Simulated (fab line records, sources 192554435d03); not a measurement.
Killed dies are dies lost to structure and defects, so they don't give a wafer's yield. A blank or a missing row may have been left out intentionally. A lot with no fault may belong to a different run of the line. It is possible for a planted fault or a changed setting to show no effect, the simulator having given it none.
Chamber matching    flow n5-finfet    N5_BEOL_M10_ETCH_62 on rie-diel-02: 4 sister chambers
The step etches SOC in N2/H2, target depth 110 nm, overetch 22 nm, time 165 s. 18 wafers are shown with their chamber, then 9 later ones without.

## WAFERS WITH THEIR CHAMBER
wafer   chamber  throttle-valve-pct (%)  showerhead-plenum-p-Torr (Torr)  oes-product-au (a.u.)
L080.1  1        17.51                   2.58                             0.70
L080.4  0        18.16                   2.43                             0.59
L080.6  1        17.50                   2.58                             0.70
L085.2  2        18.08                   2.63                             0.59
L085.4  3        17.62                   2.56                             0.71
L085.6  2        18.09                   2.63                             0.58
L088.2  0        18.18                   2.42                             0.58
L088.5  1        17.53                   2.57                             0.69
L088.6  2        18.07                   2.62                             0.58
L086.1  2        18.08                   2.62                             0.58
L086.2  0        18.17                   2.42                             0.58
L086.4  3        17.64                   2.55                             0.71
L090.2  2        18.09                   2.62                             0.59
L090.3  3        17.67                   2.55                             0.71
L090.4  0        18.17                   2.42                             0.58
L089.3  3        17.64                   2.55                             0.70
L089.4  0        18.18                   2.42                             0.58
L089.5  2        18.10                   2.62                             0.58

SIGNATURES, as means of the wafers listed above
reading                   chamber 0  chamber 1  chamber 2  chamber 3  scatter within a chamber
throttle-valve-pct        18.1720    17.5133    18.0850    17.6425    0.0136
showerhead-plenum-p-Torr  2.4220     2.5767     2.6233     2.5525     0.00504
oes-product-au            0.5820     0.6967     0.5833     0.7075     0.00504
Rule: for a wafer and a chamber, the distance is found by dividing, reading by reading, the gap between the wafer's reading and the chamber's mean by the reading's scatter, squaring, summing and taking the root. If the next closest chamber is less than 2 further off than the closest, the wafer can't be placed; otherwise it belongs to the closest. The scatter: the root of (the sum of the squares of (reading less its chamber's mean) over the shown wafers, divided by (wafers less chambers)).

## WAFERS WHOSE CHAMBER IS MISSING
wafer   throttle-valve-pct (%)  showerhead-plenum-p-Torr (Torr)  oes-product-au (a.u.)
L091.1  17.55                   2.57                             0.68
L091.3  18.10                   2.62                             0.59
L091.4  17.53                   2.57                             0.68
L093.1  18.21                   2.41                             0.57
L093.2  17.65                   2.55                             0.70
L093.3  17.56                   2.56                             0.67
L095.2  17.56                   2.56                             0.67
L095.4  18.20                   2.41                             0.57
L095.5  17.56                   2.56                             0.67

## WHICH CHAMBER EACH ONE RAN IN
wafer   from the rows above  in truth
L091.1  1                    1
L091.3  2                    2
L091.4  1                    1
L093.1  0                    0
L093.2  3                    3
L093.3  1                    1
L095.2  1                    1
L095.4  0                    0
L095.5  1                    1
Correct placement for 9 of the 9. Number that these rows cannot place: 0. 0 placed wrongly.
